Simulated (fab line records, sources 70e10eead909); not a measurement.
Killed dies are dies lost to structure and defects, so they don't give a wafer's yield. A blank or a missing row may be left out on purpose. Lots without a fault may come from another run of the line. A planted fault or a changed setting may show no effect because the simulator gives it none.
Chamber matching | flow nand_harc | NHARC_A_CONTACT_DESCUM_47 on rie_diel-11: 4 sister chambers
The step chemistry O2, time 3 s. 33 wafers are shown with their chamber, then 12 later ones without.

WAFERS WITH THEIR CHAMBER
wafer  | chamber | showerhead_plenum_p_Torr (Torr) | drypump_motor_current_A (A) | rf_vpp_V (V)
L078.4 | 0       | 2.03                            | 5.4                         | 57.0
L078.5 | 1       | 1.78                            | 6.1                         | 56.7
L078.6 | 0       | 2.03                            | 5.4                         | 58.2
L077.1 | 1       | 1.78                            | 6.1                         | 56.3
L077.3 | 3       | 1.99                            | 5.0                         | 58.1
L077.6 | 0       | 2.03                            | 5.4                         | 58.4
L079.1 | 0       | 2.03                            | 5.4                         | 59.3
L079.3 | 2       | 1.80                            | 5.8                         | 57.8
L079.5 | 0       | 2.03                            | 5.4                         | 57.7
L081.2 | 2       | 1.80                            | 5.8                         | 57.9
L081.3 | 1       | 1.78                            | 6.1                         | 57.4
L081.5 | 0       | 2.03                            | 5.4                         | 59.0
L083.2 | 2       | 1.80                            | 5.8                         | 56.3
L083.3 | 0       | 2.02                            | 5.4                         | 57.7
L083.5 | 1       | 1.78                            | 6.1                         | 57.0
L082.2 | 1       | 1.78                            | 6.0                         | 57.1
L082.5 | 2       | 1.80                            | 5.9                         | 57.6
L082.6 | 1       | 1.78                            | 6.0                         | 57.6
L084.4 | 1       | 1.78                            | 6.1                         | 57.6
L084.5 | 3       | 1.99                            | 5.1                         | 59.3
L084.6 | 2       | 1.80                            | 5.8                         | 56.3
L086.1 | 1       | 1.78                            | 6.0                         | 58.5
L086.2 | 3       | 1.99                            | 5.0                         | 58.8
L086.6 | 1       | 1.78                            | 6.0                         | 55.6
L089.2 | 2       | 1.80                            | 5.8                         | 56.8
L089.4 | 1       | 1.78                            | 6.0                         | 56.0
L089.5 | 2       | 1.80                            | 5.8                         | 57.1
L091.1 | 3       | 1.99                            | 5.1                         | 56.9
L091.3 | 0       | 2.02                            | 5.4                         | 58.7
L091.5 | 1       | 1.78                            | 6.1                         | 56.3
L092.1 | 0       | 2.02                            | 5.4                         | 58.7
L092.2 | 2       | 1.80                            | 5.8                         | 57.2
L092.5 | 0       | 2.02                            | 5.4                         | 58.1

SIGNATURES (means of the wafers above)
reading                  | chamber 0 | chamber 1 | chamber 2 | chamber 3 | scatter within a chamber
showerhead_plenum_p_Torr | 2.0260    | 1.7800    | 1.8000    | 1.9900    | 0.00288
drypump_motor_current_A  | 5.400     | 6.055     | 5.812     | 5.050     | 0.0398
rf_vpp_V                 | 58.280    | 56.918    | 57.125    | 58.275    | 0.774
Rule: a wafer's distance from a chamber is the root of the sum, over the readings, of the square of ((its reading less the chamber's mean) divided by the reading's scatter). The wafer belongs to the nearest chamber; if the next one is less than 2 further off, it can't be placed. The scatter: the root of (the sum of the squares of (reading less its chamber's mean) over the shown wafers, divided by (wafers less chambers)).

WAFERS WITHOUT THEIR CHAMBER
wafer  | showerhead_plenum_p_Torr (Torr) | drypump_motor_current_A (A) | rf_vpp_V (V)
L093.1 | 1.99                            | 5.1                         | 58.1
L093.3 | 2.02                            | 5.4                         | 58.1
L093.4 | 1.78                            | 6.0                         | 57.9
L095.3 | 1.78                            | 6.1                         | 56.4
L095.4 | 2.02                            | 5.4                         | 58.3
L095.5 | 1.98                            | 5.1                         | 58.6
L096.1 | 1.79                            | 5.8                         | 56.6
L096.4 | 2.02                            | 5.4                         | 57.9
L096.5 | 1.78                            | 6.1                         | 58.9
L097.1 | 1.79                            | 5.8                         | 56.8
L097.2 | 1.77                            | 6.1                         | 56.6
L097.3 | 1.98                            | 5.1                         | 57.3

WHICH CHAMBER EACH WENT THROUGH
wafer  | from the rows above | in truth
L093.1 | 3                   | 3
L093.3 | 0                   | 0
L093.4 | 1                   | 1
L095.3 | 1                   | 1
L095.4 | 0                   | 0
L095.5 | 3                   | 3
L096.1 | 2                   | 2
L096.4 | 0                   | 0
L096.5 | 1                   | 1
L097.1 | 2                   | 2
L097.2 | 1                   | 1
L097.3 | 3                   | 3
Placed correctly: 12 of 12. Can't be placed from these rows: 0. Placed wrongly: 0.
